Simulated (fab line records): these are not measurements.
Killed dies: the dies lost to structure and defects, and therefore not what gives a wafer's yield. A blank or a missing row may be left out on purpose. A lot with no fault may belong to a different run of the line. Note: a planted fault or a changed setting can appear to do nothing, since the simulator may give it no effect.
Chamber matching || flow nandHarc || NHARC_A_CHANNEL_FILL_D2_ETCHBACK_20 on rieDiel-13: 4 sister chambers
The step etches the open film in C4F8/O2/Ar, target depth 27 nm, time 13.5 s. 4 wafers are shown with their chamber, then 12 later ones without.

== EACH WAFER AND ITS CHAMBER ==
{"wafer": "L088.4", "chamber": 2, "rfVppV (V)": 984}
{"wafer": "L090.1", "chamber": 1, "rfVppV (V)": 985}
{"wafer": "L090.3", "chamber": 3, "rfVppV (V)": 985}
{"wafer": "L090.4", "chamber": 0, "rfVppV (V)": 978}

== WAFERS WITHOUT THEIR CHAMBER ==
{"wafer": "L091.2", "rfVppV (V)": 984}
{"wafer": "L091.3", "rfVppV (V)": 984}
{"wafer": "L091.5", "rfVppV (V)": 986}
{"wafer": "L093.1", "rfVppV (V)": 977}
{"wafer": "L093.3", "rfVppV (V)": 983}
{"wafer": "L093.5", "rfVppV (V)": 987}
{"wafer": "L095.2", "rfVppV (V)": 986}
{"wafer": "L095.4", "rfVppV (V)": 979}
{"wafer": "L095.5", "rfVppV (V)": 977}
{"wafer": "L097.2", "rfVppV (V)": 985}
{"wafer": "L097.3", "rfVppV (V)": 986}
{"wafer": "L097.4", "rfVppV (V)": 983}

== WHICH CHAMBER EACH ONE RAN IN ==
{"wafer": "L091.2", "from the rows above": "can't be placed: 2 or 1 or 3", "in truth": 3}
{"wafer": "L091.3", "from the rows above": "can't be placed: 2 or 1 or 3", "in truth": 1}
{"wafer": "L091.5", "from the rows above": "can't be placed: 1 or 3 or 2", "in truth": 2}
{"wafer": "L093.1", "from the rows above": 0, "in truth": 0}
{"wafer": "L093.3", "from the rows above": "can't be placed: 2 or 1 or 3", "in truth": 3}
{"wafer": "L093.5", "from the rows above": "can't be placed: 1 or 3 or 2", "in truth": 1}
{"wafer": "L095.2", "from the rows above": "can't be placed: 1 or 3 or 2", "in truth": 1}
{"wafer": "L095.4", "from the rows above": 0, "in truth": 0}
{"wafer": "L095.5", "from the rows above": 0, "in truth": 0}
{"wafer": "L097.2", "from the rows above": "can't be placed: 1 or 3 or 2", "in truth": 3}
{"wafer": "L097.3", "from the rows above": "can't be placed: 1 or 3 or 2", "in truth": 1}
{"wafer": "L097.4", "from the rows above": "can't be placed: 2 or 1 or 3", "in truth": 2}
Placed correctly: 3 of 12. These rows do not allow placing 9 (true chamber among the candidates in 9). Wrongly placed: 0.
How it was worked out, from the rows above alone: a wafer's distance from a chamber is the root of the sum, over the readings, of the square of ((its reading less the chamber's mean) divided by the reading's scatter). If the next closest chamber is less than 2 further off than the closest, the wafer can't be placed; otherwise it belongs to the closest. The mean given for a chamber averages the wafers shown for that chamber. The scatter: with one shown wafer a chamber, the root of the mean of the squares of how far each hidden wafer lies from its nearest shown one.
